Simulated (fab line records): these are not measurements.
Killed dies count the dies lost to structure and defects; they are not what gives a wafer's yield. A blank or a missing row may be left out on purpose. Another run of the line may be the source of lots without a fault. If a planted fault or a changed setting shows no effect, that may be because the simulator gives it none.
Chamber matching + flow n5-finfet + N5_BEOL_M4_ILD_DEP_00 on pecvd-01: 3 sister chambers
The step deposits SiOC from DEMS/O2, target thk 79 nm, time 15.3 s. 6 wafers are shown with their chamber, then 8 later ones without.

## EACH WAFER AND ITS CHAMBER
| wafer  | chamber | throttle-valve-pct (%) | heater-power-w (W) |
|--------|---------|------------------------|--------------------|
| L873.5 | 2       | 12.0                   | 457                |
| L877.2 | 0       | 12.3                   | 426                |
| L877.4 | 2       | 11.7                   | 456                |
| L878.1 | 1       | 13.1                   | 439                |
| L878.2 | 0       | 12.2                   | 435                |
| L889.2 | 1       | 12.8                   | 525                |

## WAFERS WHOSE CHAMBER IS MISSING
| wafer  | throttle-valve-pct (%) | heater-power-w (W) |
|--------|------------------------|--------------------|
| L889.3 | 12.3                   | 461                |
| L889.6 | 12.2                   | 470                |
| L886.1 | 12.8                   | 524                |
| L886.4 | 12.9                   | 429                |
| L886.6 | 12.1                   | 448                |
| L888.3 | 12.1                   | 426                |
| L888.4 | 13.0                   | 520                |
| L888.6 | 12.1                   | 436                |

## THE CHAMBER EACH PASSED THROUGH
| wafer  | from the rows above     | in truth |
|--------|-------------------------|----------|
| L889.3 | can't be placed: 0 or 2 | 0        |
| L889.6 | can't be placed: 0 or 2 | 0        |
| L886.1 | 1                       | 1        |
| L886.4 | 1                       | 1        |
| L886.6 | can't be placed: 0 or 2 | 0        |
| L888.3 | can't be placed: 0 or 2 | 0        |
| L888.4 | 1                       | 1        |
| L888.6 | can't be placed: 0 or 2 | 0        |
3 of 8 placed correctly. Can't be placed from these rows: 5 (the true chamber is among the candidates in 5). Wrongly placed: 0.
How it was worked out, from the rows above alone: a wafer's distance from a chamber is the root of the sum, over the readings, of the square of ((its reading less the chamber's mean) divided by the reading's scatter). If the next closest chamber is less than 2 further off than the closest, the wafer can't be placed; otherwise it belongs to the closest. The mean given for a chamber averages the wafers shown for that chamber. The scatter: the root of (the sum of the squares of (reading less its chamber's mean) over the shown wafers, divided by (wafers less chambers)).
